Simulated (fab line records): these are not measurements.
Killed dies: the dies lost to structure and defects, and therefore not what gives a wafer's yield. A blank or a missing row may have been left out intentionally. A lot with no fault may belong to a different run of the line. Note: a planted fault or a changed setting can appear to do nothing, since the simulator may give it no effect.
Which tool did it? | flow nand harc | 16 wafers from 6 lots sampled at 5 of the route's 1159 steps

== WHAT THE GAUGES READ, wafer by wafer ==
NHARC_END_SORT_01.
lot  | measured     | on        | killed at array
L216 | day 24 09:15 | prober-01 | 37

== TOOL THAT RAN EACH LOT (tool first, then ch and the chambers of the sampled wafers, then the start) ==
lot  | NHARC_A_CONTACT_ETCH_114             | NHARC_A_CONTACT_ETCH_121             | NHARC_A_CONTACT_ETCH_122             | NHARC_A_CONTACT_ETCH_90
L199 | har cap etch-03 ch 0,1, day 17 00:19 | har cap etch-03 ch 0,1, day 17 00:57 | har cap etch-03 ch 0,1, day 17 01:02 | rie diel-11 ch 1,2, day 17 01:44
L203 | har cap etch-01 ch 0,1, day 18 09:31 | har cap etch-01 ch 0,1, day 18 10:10 | har cap etch-01 ch 0,1, day 18 10:15 | rie diel-11 ch 1,2,3, day 18 10:57
L205 | har cap etch-03 ch 0,1, day 18 15:17 | har cap etch-03 ch 0,1, day 18 15:56 | har cap etch-03 ch 0,1, day 18 16:01 | rie diel-10 ch 0,1,2, day 18 16:42
L202 | har cap etch-01 ch 0,1, day 18 20:01 | har cap etch-01 ch 0,1, day 18 20:38 | har cap etch-01 ch 0,1, day 18 20:44 | rie diel-11 ch 1,2,3, day 18 21:26
L211 | har cap etch-02 ch 0,1, day 20 13:16 | har cap etch-02 ch 0,1, day 20 13:55 | har cap etch-02 ch 0,1, day 20 14:00 | rie diel-11 ch 2, day 20 14:39
L216 | har cap etch-02 ch 1, day 21 12:36   | har cap etch-02 ch 1, day 21 13:14   | har cap etch-02 ch 1, day 21 13:20   | rie diel-11 ch 0,2, day 21 14:04
- NHARC_A_CONTACT_ETCH_114: etches the open film in C4F8/O2/Ar, time 94 s, target depth 922 nm.
- NHARC_A_CONTACT_ETCH_121: etches the open film in C4F8/O2/Ar, time 94 s, target depth 922 nm.
- NHARC_A_CONTACT_ETCH_122: etches the open film in C4F8/O2/Ar, time 95 s, target depth 930 nm.
- NHARC_A_CONTACT_ETCH_90: etches the open film in CH3F/O2, target depth 40 nm, time 85.7 s.

== THE ANSWER, worked out from the rows above alone ==
Rule: the usual values come from the lots themselves. Put in order of their means at a reading, lots are off if they are a third of the lots or fewer, leave a main group of 4 or more, and stand apart from it by a gap of 3 or more times the standard deviation of the main group's means; of several such gaps the widest counts. The tables above print the reading to a certain number of digits; a main group whose means all agree to those digits is not used. A lot without any number at a reading at which 4 lots or more have one is off too. Where the step has rows for the other lots, those lots are counted as sound.
No lot is off at any reading shown: from this, nothing can be told.

== WHAT WAS PUT IN BY THE SIMULATOR ==
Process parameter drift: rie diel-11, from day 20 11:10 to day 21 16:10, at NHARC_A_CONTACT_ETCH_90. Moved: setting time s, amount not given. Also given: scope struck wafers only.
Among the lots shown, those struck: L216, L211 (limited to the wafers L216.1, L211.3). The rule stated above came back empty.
